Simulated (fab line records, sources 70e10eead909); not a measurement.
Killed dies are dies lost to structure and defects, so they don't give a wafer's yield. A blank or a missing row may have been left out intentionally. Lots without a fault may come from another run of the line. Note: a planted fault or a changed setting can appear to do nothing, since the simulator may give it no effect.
fab line records    flow nand_harc
record lots=12  wafers=36  last_day=34
route steps=1302 shown P_STI@91 P_GATE@124
lots untouched by any fault: they come from a run of this same line in which no faults occurred
start_h: the number of hours between the record's first day and the start of the first shown wafer of the lot    wait_h: time in hours since the lot's previous step    " the same as in the row above    L1.1+2: a single row standing in for several wafers    - no value, or no start was given    * or withheld: withheld    < > ~ a bound
route shown NAME@n: a module of which the file shows steps, and the number in the route of the first    usual: mean and standard deviation over wafers with no fault    same: alike in all rows    chamber/n: place in a boat    sites: per-site readings    _std_site: standard deviation across them    _edge_site: inner sites' mean taken away from outer sites' mean    radius_mm: for every site, how far away it sits from the centre of the wafer    mask NAME#n: copy n    behind: the last tool/chamber to shape the wafer    hold: cause of the lot's hold/its duration in hours/its outcome    device: transistor that didn't switch, given as n, p or np    end of line: the route-end tests of the same wafers    a step without rows: its recipe alone    killed: dies that structure and defects cost at the first sort, which is not the same as the wafer's yield    map: shows each die of a wafer: x if killed, . if not, _ if none is there
set.NAME: the run value of the setting; set.NAME@STEP: its run value at that earlier step    model.NAME: the simulator's own value behind a step, which no gauge read
the route's steps for a sample of lots (tables are steps, rows are wafers)
services: a tool's chamber out of use, with start hour (start_h, from the record's first day; less than 0 if before it), hours out, and reason
## steps
# step NHARC_P_STI_CD_MEAS_16
# usual cd_nm=198.8/2.2
lot.wafer  tool       chamber  start_h  wait_h  cd_nm
L698.2     cd_sem-03  -        54.90    -       195.7
L698.5     "          -        "        "       194.7
L698.6     "          -        "        "       196.1
L700.1     cd_sem-02  -        73.96    -       198.8
L700.3     "          -        "        "       201.0
L700.5     "          -        "        "       199.1
L702.2     cd_sem-01  -        94.35    -       199.8
L702.3     "          -        "        "       197.4
L702.4     "          -        "        "       199.4
L703.3     cd_sem-01  -        104.15   -       204.8
L703.5     "          -        "        "       202.4
L703.6     "          -        "        "       197.3
L704.4     cd_sem-01  -        112.67   -       198.2
L704.5     "          -        "        "       198.1
L704.6     "          -        "        "       200.5
L708.1     cd_sem-02  -        155.56   -       200.0
L708.3     "          -        "        "       198.3
L708.6     "          -        "        "       199.4
L712.1     cd_sem-03  -        194.08   -       203.3
L712.4     "          -        "        "       195.7
L712.5     "          -        "        "       200.1
L715.2     cd_sem-01  -        223.31   -       200.6
L715.4     "          -        "        "       201.6
L715.5     "          -        "        "       195.5
L716.4     cd_sem-01  -        237.60   -       200.1
L716.5     "          -        "        "       198.5
L716.6     "          -        "        "       198.4
L718.1     cd_sem-03  -        258.47   -       199.9
L718.3     "          -        "        "       199.4
L718.6     "          -        "        "       199.9
L719.1     cd_sem-03  -        263.42   -       200.7
L719.4     "          -        "        "       197.6
L719.6     "          -        "        "       200.0
L720.2     cd_sem-01  -        272.87   -       198.9
L720.3     "          -        "        "       199.7
L720.5     "          -        "        "       199.2
# step NHARC_P_GATE_DESCUM_13
# recipe time_s=3  o2_flow_sccm=200  ar_flow_sccm=0  bias_power_w=0  chemistry=O2
# usual drypump_motor_current_A=5.6/0.41  oes_product_au=1.003/0.011  rf_vpp_V=57.7/0.81  showerhead_plenum_p_Torr=1.92/0.097  throttle_valve_pct=11.311/0.0088
lot.wafer  tool         chamber  start_h  wait_h  drypump_motor_current_A  oes_product_au  rf_hours_counter_h  rf_vpp_V  showerhead_plenum_p_Torr  throttle_valve_pct
L698.2     rie_diel-02  1        91.12    -       5.5                      0.994           1.9                 58.1      1.84                      11.322
L698.6     "            1        "        "       5.5                      0.996           -                   58.5      1.84                      11.320
L698.5     "            2        "        "       6.2                      0.979           -                   56.8      1.97                      11.320
L700.1     rie_diel-02  1        108.43   -       5.5                      1.013           3.1                 58.3      1.83                      11.295
L700.3     "            1        "        "       5.5                      1.003           -                   58.3      1.84                      11.311
L700.5     "            2        "        "       6.2                      0.988           -                   57.9      1.96                      11.312
L702.2     rie_diel-02  1        134.31   -       5.5                      0.992           5.7                 57.2      1.83                      11.314
L702.3     "            3        "        "       5.9                      1.017           5.1                 57.0      1.80                      11.305
L702.4     "            2        "        "       6.2                      0.995           -                   58.2      1.96                      11.310
L703.3     rie_diel-02  3        147.13   -       5.9                      1.012           5.4                 59.1      1.80                      11.304
L703.6     "            0        "        "       5.2                      1.003           -                   57.4      1.80                      11.309
L703.5     "            1        "        "       5.5                      1.001           -                   57.4      1.83                      11.314
L704.4     rie_diel-03  1        147.27   -       5.8                      1.011           1.3                 57.5      2.05                      11.300
L704.6     "            0        "        "       5.7                      1.003           -                   56.3      1.84                      11.307
L704.5     "            1        "        "       5.8                      1.006           -                   58.0      2.05                      11.310
L708.1     rie_diel-02  1        194.05   -       5.5                      0.991           8.6                 57.6      1.83                      11.314
L708.3     "            0        "        "       5.1                      1.006           4.6                 57.0      1.79                      11.325
L708.6     "            1        "        "       5.5                      0.999           -                   56.7      1.83                      11.313
L712.4     rie_diel-07  0        227.92   -       4.9                      1.007           7.1                 57.6      1.93                      11.307
L712.1     "            2        "        "       4.9                      1.002           5.4                 57.6      1.84                      11.309
L712.5     "            3        "        "       5.7                      0.998           -                   57.4      2.02                      11.319
L715.4     rie_diel-03  3        259.44   -       6.1                      0.991           6.7                 59.9      2.05                      11.307
L715.2     "            1        "        "       5.8                      0.989           6.9                 58.3      2.05                      11.323
L715.5     "            3        "        "       6.2                      0.996           -                   58.6      2.05                      11.327
L716.4     rie_diel-03  2        274.19   -       5.5                      1.009           7.0                 57.6      1.91                      11.294
L716.6     "            1        "        "       5.8                      1.011           -                   59.2      2.05                      11.311
L716.5     "            2        "        "       5.5                      1.012           -                   57.3      1.91                      11.329
L718.1     rie_diel-03  2        295.82   -       5.5                      1.003           1.0                 57.5      1.91                      11.296
L718.3     "            1        "        "       5.8                      1.016           1.0                 58.0      2.05                      11.317
L718.6     "            3        "        "       6.2                      1.011           -                   57.4      2.05                      11.307
L719.1     rie_diel-03  2        295.98   -       5.5                      1.014           1.0                 59.5      1.91                      11.304
L719.4     "            0        "        "       5.7                      0.998           0.5                 57.6      1.84                      11.313
L719.6     "            3        "        "       6.1                      1.028           -                   57.9      2.05                      11.308
L720.3     rie_diel-03  0        308.02   -       5.6                      0.996           1.0                 57.4      1.84                      11.311
L720.2     "            1        "        "       5.7                      1.020           1.4                 58.7      2.05                      11.313
L720.5     "            0        "        "       5.7                      0.990           -                   57.9      1.84                      11.292
# step NHARC_P_GATE_STRIP_101
# recipe time_s=20  o2_flow_sccm=500  ar_flow_sccm=0  bias_w=0  chemistry=O2
# usual drypump_motor_current_A=5.6/0.42  oes_product_au=1.003/0.011  rf_vpp_V=57.8/0.9  showerhead_plenum_p_Torr=3.51/0.17  throttle_valve_pct=17.036/0.0096
lot.wafer  tool         chamber  start_h  wait_h  drypump_motor_current_A  oes_product_au  rf_hours_counter_h  rf_vpp_V  showerhead_plenum_p_Torr  throttle_valve_pct
L698.2     rie_diel-07  3        116.64   0.1     5.7                      1.001           11.7                59.8      3.71                      17.036
L698.5     "            2        "        "       4.9                      1.001           -                   55.8      3.41                      17.043
L698.6     "            3        "        "       5.7                      1.003           -                   58.2      3.71                      17.038
L700.1     rie_diel-03  1        143.48   0.1     5.8                      0.998           1.3                 57.9      3.76                      17.040
L700.3     "            2        "        "       5.5                      0.999           1.3                 57.3      3.53                      17.017
L700.5     "            1        "        "       5.8                      1.006           -                   60.0      3.76                      17.023
L702.3     rie_diel-02  3        162.30   0.1     5.8                      1.035           6.3                 57.7      3.33                      17.036
L702.4     "            1        "        "       5.5                      0.998           6.9                 56.6      3.39                      17.021
L702.2     "            2        "        "       6.2                      0.976           6.4                 58.7      3.61                      17.031
L703.3     rie_diel-02  2        173.59   0.1     6.2                      0.993           7.0                 58.0      3.61                      17.023
L703.6     "            3        "        "       5.9                      1.016           -                   56.6      3.33                      17.050
L703.5     "            0        "        "       5.1                      1.010           -                   57.3      3.33                      17.034
L704.4     rie_diel-03  2        174.22   0.1     5.5                      1.003           2.6                 56.9      3.53                      17.030
L704.5     "            0        "        "       5.7                      0.998           -                   57.4      3.40                      17.023
L704.6     "            1        "        "       5.8                      1.020           -                   58.2      3.76                      17.029
L708.3     rie_diel-03  2        223.50   0.1     5.5                      0.990           5.8                 57.7      3.53                      17.042
L708.1     "            0        "        "       5.7                      0.989           5.5                 58.8      3.40                      17.039
L708.6     "            2        "        "       5.5                      0.991           -                   58.3      3.53                      17.041
L712.1     rie_diel-02  2        260.84   0.1     6.2                      0.991           2.0                 57.9      3.61                      17.032
L712.4     "            3        "        "       5.8                      1.018           2.3                 57.1      3.33                      17.040
L712.5     "            1        "        "       5.5                      1.004           -                   57.6      3.39                      17.051
L715.2     rie_diel-02  0        284.21   0.1     5.1                      0.993           3.8                 57.0      3.32                      17.053
L715.4     "            1        "        "       5.5                      0.996           3.8                 59.0      3.39                      17.036
L715.5     "            3        "        "       5.9                      1.007           -                   58.6      3.33                      17.012
L716.4     rie_diel-02  3        304.07   0.1     5.8                      1.016           4.6                 59.4      3.33                      17.035
L716.5     "            2        "        "       6.2                      0.996           -                   59.0      3.61                      17.051
L716.6     "            3        "        "       5.8                      1.021           -                   58.1      3.33                      17.043
L718.3     rie_diel-02  2        325.18   0.1     6.2                      1.000           5.4                 58.2      3.61                      17.034
L718.1     "            1        "        "       5.5                      1.000           6.8                 58.2      3.39                      17.031
L718.6     "            2        "        "       6.2                      0.988           -                   57.7      3.61                      17.034
L719.4     rie_diel-03  2        327.41   0.1     5.5                      0.990           2.4                 58.6      3.52                      17.026
L719.1     "            1        "        "       5.8                      1.004           2.1                 57.6      3.76                      17.042
L719.6     "            2        "        "       5.5                      0.999           -                   58.0      3.52                      17.026
L720.3     rie_diel-02  2        336.38   0.1     6.2                      0.997           5.9                 56.7      3.61                      17.047
L720.2     "            0        "        "       5.1                      1.008           8.3                 57.0      3.32                      17.031
L720.5     "            3        "        "       5.9                      1.028           -                   57.2      3.33                      17.048
# step NHARC_P_GATE_EXPOSE_43
# recipe na=0.6  target_cd_nm=720  dose_mj=14.81  mask_id=P_NSD
lot.wafer   tool            chamber  start_h  wait_h  mask
L698.2+5+6  krf_scanner-03  0        117.42   -       P_NSD#0
L700.1+3+5  krf_scanner-04  0        144.24   -       P_NSD#0
L702.2+3+4  krf_scanner-03  0        163.08   -       P_NSD#0
L703.3+5+6  krf_scanner-04  0        174.35   -       P_NSD#0
L704.4+5+6  krf_scanner-03  0        174.99   -       P_NSD_R1#0
L708.1+3+6  krf_scanner-02  0        224.13   -       P_NSD#0
L712.1+4+5  krf_scanner-04  0        261.60   -       P_NSD#0
L715.2+4+5  krf_scanner-03  0        284.98   -       P_NSD#0
L716.4+5+6  krf_scanner-02  0        304.85   -       P_NSD#0
L718.1+3+6  krf_scanner-02  0        325.95   -       P_NSD#0
L719.1+4+6  krf_scanner-02  0        328.05   -       P_NSD#0
L720.2+3+5  krf_scanner-03  0        337.18   -       P_NSD#0
# step NHARC_P_GATE_CD_MEAS_46
# recipe target_cd_nm=720  landing_energy_ev=500
# usual cd_nm=719.4/1.7
lot.wafer  tool       chamber  start_h  wait_h  cd_nm
L698.2     cd_sem-03  0        117.57   -       722.5
L698.5     "          0        "        "       719.0
L698.6     "          0        "        "       720.7
L700.1     cd_sem-02  0        144.41   -       719.8
L700.3     "          0        "        "       720.6
L700.5     "          0        "        "       716.4
L702.2     cd_sem-02  0        163.24   -       716.8
L702.3     "          0        "        "       717.3
L702.4     "          0        "        "       718.7
L703.3     cd_sem-01  0        174.50   -       718.2
L703.5     "          0        "        "       717.1
L703.6     "          0        "        "       718.3
L704.4     cd_sem-01  0        175.14   -       712.0
L704.5     "          0        "        "       712.0
L704.6     "          0        "        "       711.9
L708.1     cd_sem-03  0        224.29   -       720.0
L708.3     "          0        "        "       720.4
L708.6     "          0        "        "       719.7
L712.1     cd_sem-03  0        261.76   -       719.3
L712.4     "          0        "        "       720.9
L712.5     "          0        "        "       719.0
L715.2     cd_sem-03  0        285.14   -       722.7
L715.4     "          0        "        "       716.1
L715.5     "          0        "        "       718.5
L716.4     cd_sem-02  0        305.00   -       719.6
L716.5     "          0        "        "       721.4
L716.6     "          0        "        "       718.0
L718.1     cd_sem-03  0        326.11   -       722.0
L718.3     "          0        "        "       719.5
L718.6     "          0        "        "       718.2
L719.1     cd_sem-03  0        328.21   -       716.9
L719.4     "          0        "        "       718.5
L719.6     "          0        "        "       716.9
L720.2     cd_sem-01  0        337.34   -       719.3
L720.3     "          0        "        "       720.4
L720.5     "          0        "        "       718.1
## services
tool            chamber  start_h  hours  kind
rie_diel-02     0        76.81    66.3   repair
rie_diel-02     1        76.88    10.8   repair
krf_scanner-02  -        94.00    4.0    pm
rie_diel-03     -        104.30   9.0    pm
rie_diel-02     3        106.32   3.7    repair
krf_scanner-03  -        110.47   0.3    repair
krf_scanner-03  -        115.12   0.9    repair
rie_diel-07     -        117.20   9.0    pm
krf_scanner-02  -        121.41   3.3    repair
rie_diel-07     3        175.94   13.5   repair
krf_scanner-04  -        182.00   4.0    pm
rie_diel-07     -        187.88   0.4    repair
rie_diel-03     -        194.08   0.6    repair
rie_diel-02     -        216.70   9.0    pm
krf_scanner-03  -        224.00   4.0    pm
krf_scanner-04  -        248.09   0.2    repair
rie_diel-03     -        254.16   1.2    repair
krf_scanner-02  -        266.00   4.0    pm
rie_diel-03     -        269.62   1.0    repair
krf_scanner-03  -        277.86   1.4    repair
rie_diel-03     -        281.30   9.0    pm
rie_diel-07     -        294.20   9.0    pm
rie_diel-07     1        304.94   4.0    repair
rie_diel-07     3        308.73   40.5   repair
## key
first_sign step=NHARC_P_GATE_EXPOSE_43  reading=mask  direction=changed
effect step=NHARC_P_GATE_CD_MEAS_46  reading=cd_nm  direction=down  sigmas=4.4  usual=719.4  struck=711.9
met_at NHARC_P_GATE_EXPOSE_43
struck_lots L704
tester_left_out L704
not_acting_at NHARC_P_STI_CD_MEAS_16,NHARC_P_GATE_DESCUM_13,NHARC_P_GATE_STRIP_101
onset_between 163.08 174.99
fault kind=wrong_mask  tool=any  chamber=-  onset_h=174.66  steps=NHARC_P_GATE_EXPOSE_43  aux_copy=P_NSD_R1#0  cd_offset_nm=-8.4247  scope=struck_lots_only
# tester_left_out: of these lots the tester's yield and bins aren't shown, on N5 and GAA mostly nor the transistor test; their killed dies are dies lost to structure and defects alone, not to doping, threshold or leakage, so they don't give the yield
